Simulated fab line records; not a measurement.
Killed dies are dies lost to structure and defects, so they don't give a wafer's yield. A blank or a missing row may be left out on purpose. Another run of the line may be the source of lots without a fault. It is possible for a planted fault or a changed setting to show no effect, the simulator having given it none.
Lot-split experiment / flow n5Finfet / 21 wafers read from 7 lots, route of 1938 steps

## THE SPLIT
At N5_WELL_APT_EXPOSE_22 (exposes mask PWELL, defocus 0 nm, target cd 200 nm), the setting doseMj was moved away from the recipe's 23.2 on 10 of the 21 wafers read, by -6.6% to +7.4%. For the rest of the wafers, this setting stayed at what the recipe calls for.

## FROM THE SPLIT TO THE READING: what the file shows between them, 3 steps
- N5_WELL_APT_PEB_23: peb time 90 s
- N5_WELL_APT_DEVELOP_24: develop time 45 s
- N5_WELL_APT_HARDBAKE_29: time 120 s

## THE READING
cdNm at N5_WELL_APT_CD_MEAS_25, given in nm (cd target 200 nm). A value of 198.0 nm with a standard deviation of 2.5 nm is what fault-free wafers of this fab line usually give.

wafer=L081.1; tool, chamber at the split=krfScanner-02, 0; doseMj as run=22.71; against the recipe=-2.1%; cdNm, nm=192.4; against lot-mates on the recipe=-3.0
wafer=L081.3; tool, chamber at the split=krfScanner-02, 0; doseMj as run=22.71; against the recipe=-2.1%; cdNm, nm=192.9; against lot-mates on the recipe=-2.5
wafer=L081.6; tool, chamber at the split=krfScanner-02, 0; doseMj as run=23.2; against the recipe=recipe; cdNm, nm=195.4; against lot-mates on the recipe=-
wafer=L086.2; tool, chamber at the split=krfScanner-02, 0; doseMj as run=23.2; against the recipe=recipe; cdNm, nm=201.2; against lot-mates on the recipe=-
wafer=L086.5; tool, chamber at the split=krfScanner-02, 0; doseMj as run=23.2; against the recipe=recipe; cdNm, nm=202.4; against lot-mates on the recipe=-
wafer=L086.6; tool, chamber at the split=krfScanner-02, 0; doseMj as run=23.2; against the recipe=recipe; cdNm, nm=199.2; against lot-mates on the recipe=-
wafer=L087.3; tool, chamber at the split=krfScanner-02, 0; doseMj as run=23.2; against the recipe=recipe; cdNm, nm=198.5; against lot-mates on the recipe=-
wafer=L087.4; tool, chamber at the split=krfScanner-02, 0; doseMj as run=22.76; against the recipe=-1.9%; cdNm, nm=193.1; against lot-mates on the recipe=-3.4
wafer=L087.5; tool, chamber at the split=krfScanner-02, 0; doseMj as run=23.2; against the recipe=recipe; cdNm, nm=194.5; against lot-mates on the recipe=-
wafer=L093.1; tool, chamber at the split=krfScanner-02, 0; doseMj as run=23.2; against the recipe=recipe; cdNm, nm=197.5; against lot-mates on the recipe=-
wafer=L093.3; tool, chamber at the split=krfScanner-02, 0; doseMj as run=21.66; against the recipe=-6.6%; cdNm, nm=182.6; against lot-mates on the recipe=-13.2
wafer=L093.4; tool, chamber at the split=krfScanner-02, 0; doseMj as run=23.2; against the recipe=recipe; cdNm, nm=194.1; against lot-mates on the recipe=-
wafer=L094.2; tool, chamber at the split=krfScanner-01, 0; doseMj as run=23.2; against the recipe=recipe; cdNm, nm=201.9; against lot-mates on the recipe=-
wafer=L094.3; tool, chamber at the split=krfScanner-01, 0; doseMj as run=24.91; against the recipe=+7.4%; cdNm, nm=214.5; against lot-mates on the recipe=+12.6
wafer=L094.4; tool, chamber at the split=krfScanner-01, 0; doseMj as run=24.91; against the recipe=+7.4%; cdNm, nm=209.9; against lot-mates on the recipe=+8.0
wafer=L095.1; tool, chamber at the split=krfScanner-01, 0; doseMj as run=22.41; against the recipe=-3.4%; cdNm, nm=191.8; against lot-mates on the recipe=-7.0
wafer=L095.3; tool, chamber at the split=krfScanner-01, 0; doseMj as run=22.41; against the recipe=-3.4%; cdNm, nm=191.9; against lot-mates on the recipe=-6.9
wafer=L095.4; tool, chamber at the split=krfScanner-01, 0; doseMj as run=23.2; against the recipe=recipe; cdNm, nm=198.8; against lot-mates on the recipe=-
wafer=L097.1; tool, chamber at the split=krfScanner-01, 0; doseMj as run=23.2; against the recipe=recipe; cdNm, nm=197.0; against lot-mates on the recipe=-
wafer=L097.2; tool, chamber at the split=krfScanner-01, 0; doseMj as run=22.26; against the recipe=-4.1%; cdNm, nm=184.0; against lot-mates on the recipe=-13.0
wafer=L097.4; tool, chamber at the split=krfScanner-01, 0; doseMj as run=22.26; against the recipe=-4.1%; cdNm, nm=188.4; against lot-mates on the recipe=-8.6

THE FIT
A straight line over all 21 wafers: cdNm changes by +2.15 nm for each +1% of doseMj; r = +0.94; the points scatter about the line by 2.6 nm.
The same after taking each lot's own level away (the mean of its wafers on the recipe; 21 wafers): +1.73 nm for each +1%; r = +0.94; scatter 2 nm.
Per that fit: largest doseMj move, reading shift of 13 nm.
The span of the lots' own levels, 195.40 to 201.90 nm, comes to 2.6 times the standard deviation stated above.
In other words, the slope is changed by the lot-to-lot level; the two fits disagree.
Check: with one of the wafers moved furthest among these (+7.4%) left out of the fit, the line predicts +11.8 nm for it against its lot-mates. Against them it came out at +12.6 nm.

## THESE WAFERS: OTHER SPLITS
These wafers also went through other splits before the reading. Each is held against what the fit with the lots' levels taken away leaves over:
other split on the same wafers=N5_WELL_APT_COAT_19 spinRpm; wafers away from the commonest value=10; r with cdNm (lot level and that fit taken away)=+0.11

## THE WHOLE CHAIN: every reading that the file lists as answering this split, in the file's order
step=N5_WELL_APT_CD_MEAS_25; what it does=target cd 200 nm; reading=cdNm; change (the file's fit)=+1.81 nm for each +1% of the setting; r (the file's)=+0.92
step=N5_WELL_APT_DESCUM_30; what it does=chemistry O2, time 7.9 s; reading=WELL_APT.cdNm (the simulator's own value, which no gauge read); change (the file's fit)=+1.84 nm for each +1% of the setting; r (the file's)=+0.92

## FILE'S OWN FIT
cdNm changes by +1.81 nm for each +1% of doseMj, r = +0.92.
